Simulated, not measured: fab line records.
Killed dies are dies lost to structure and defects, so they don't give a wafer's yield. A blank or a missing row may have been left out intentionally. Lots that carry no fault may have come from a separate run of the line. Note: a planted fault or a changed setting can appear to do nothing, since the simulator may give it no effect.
The tool behind it: which one? / flow nand harc / 11 lots with 33 wafers sampled at 3 steps, on a route of 1302 steps

## WHAT EACH GAUGE READ, for each wafer
NHARC_A_CONTACT_CD_MEAS_15.
lot=L909; measured=day 22 04:53; on=cd sem-01; cd nm (nm)=189.9 190.0 189.7
lot=L914; measured=day 24 13:02; on=cd sem-02; cd nm (nm)=190.3 190.7 190.7
lot=L915; measured=day 25 12:18; on=cd sem-01; cd nm (nm)=189.3 189.8 190.0
lot=L916; measured=day 25 17:36; on=cd sem-01; cd nm (nm)=190.9 190.5 190.7
lot=L919; measured=day 26 06:15; on=cd sem-02; cd nm (nm)=189.5 190.4 189.4
lot=L921; measured=day 27 06:32; on=cd sem-02; cd nm (nm)=189.5 189.1 189.4
lot=L920; measured=day 27 14:04; on=cd sem-01; cd nm (nm)=190.3 189.9 189.8
lot=L924; measured=day 28 03:04; on=cd sem-03; cd nm (nm)=190.2 189.6 188.6
lot=L930; measured=day 31 01:28; on=cd sem-03; cd nm (nm)=189.8 190.1 189.9
lot=L931; measured=day 31 06:58; on=cd sem-02; cd nm (nm)=189.0 189.1 189.9
lot=L932; measured=day 31 13:14; on=cd sem-03; cd nm (nm)=189.6 189.0 189.6

## WHICH TOOL RAN EACH LOT (tool, then ch and the chambers of the sampled wafers, then the start)
lot=L909; NHARC_A_CONTACT_ETCH_106=rie diel-05 ch 0,1,2, day 21 22:24; NHARC_A_CONTACT_ETCH_92=rie diel-03 ch 1,2, day 22 04:40
lot=L914; NHARC_A_CONTACT_ETCH_106=rie diel-05 ch 0,2,3, day 24 06:29; NHARC_A_CONTACT_ETCH_92=rie diel-05 ch 0,2, day 24 12:50
lot=L915; NHARC_A_CONTACT_ETCH_106=rie diel-05 ch 2,3, day 25 01:08; NHARC_A_CONTACT_ETCH_92=rie diel-03 ch 0,1, day 25 12:05
lot=L916; NHARC_A_CONTACT_ETCH_106=rie diel-10 ch 0,2,3, day 25 08:45; NHARC_A_CONTACT_ETCH_92=rie diel-05 ch 0,2, day 25 17:22
lot=L919; NHARC_A_CONTACT_ETCH_106=rie diel-05 ch 0,3, day 25 22:34; NHARC_A_CONTACT_ETCH_92=rie diel-05 ch 1,2,3, day 26 06:03
lot=L921; NHARC_A_CONTACT_ETCH_106=rie diel-05 ch 1,2, day 26 19:03; NHARC_A_CONTACT_ETCH_92=rie diel-05 ch 0,3, day 27 06:19
lot=L920; NHARC_A_CONTACT_ETCH_106=rie diel-05 ch 0,2,3, day 27 04:16; NHARC_A_CONTACT_ETCH_92=rie diel-05 ch 0,1,2, day 27 13:50
lot=L924; NHARC_A_CONTACT_ETCH_106=rie diel-10 ch 0,2,3, day 27 18:44; NHARC_A_CONTACT_ETCH_92=rie diel-05 ch 0,2,3, day 28 02:51
lot=L930; NHARC_A_CONTACT_ETCH_106=rie diel-05 ch 1,3, day 30 18:09; NHARC_A_CONTACT_ETCH_92=rie diel-10 ch 0,1,2, day 31 01:15
lot=L931; NHARC_A_CONTACT_ETCH_106=rie diel-05 ch 0,1,2, day 30 23:43; NHARC_A_CONTACT_ETCH_92=rie diel-05 ch 0,2, day 31 06:45
lot=L932; NHARC_A_CONTACT_ETCH_106=rie diel-05 ch 0,2, day 31 05:31; NHARC_A_CONTACT_ETCH_92=rie diel-03 ch 1,3, day 31 13:00
- NHARC_A_CONTACT_ETCH_106: etches the open film in CF4/O2, target depth 90 nm, overetch 9 nm, time 49.5 s.
- NHARC_A_CONTACT_ETCH_92: etches the open film in CH3F/O2, target depth 40 nm, time 85.7 s.

## THE ANSWER, worked out from the rows above alone
Rule: the lots themselves supply what counts as usual. The widest of any qualifying gaps counts: lots, ordered by their means at a reading, are off when they make up no more than a third of the lots, leave a main group of 4 or more, and stand apart from it by 3 or more times the standard deviation of that group's means. A main group is skipped when, at the precision printed for the reading in the tables above, its means are all equal. Also off: a lot with no number at a reading for which 4 or more lots have one. The other lots that the step has rows for count as sound.
Across all readings shown, no lot is off: no conclusion can be drawn from this.

## WHAT THE SIMULATOR HAD INSERTED
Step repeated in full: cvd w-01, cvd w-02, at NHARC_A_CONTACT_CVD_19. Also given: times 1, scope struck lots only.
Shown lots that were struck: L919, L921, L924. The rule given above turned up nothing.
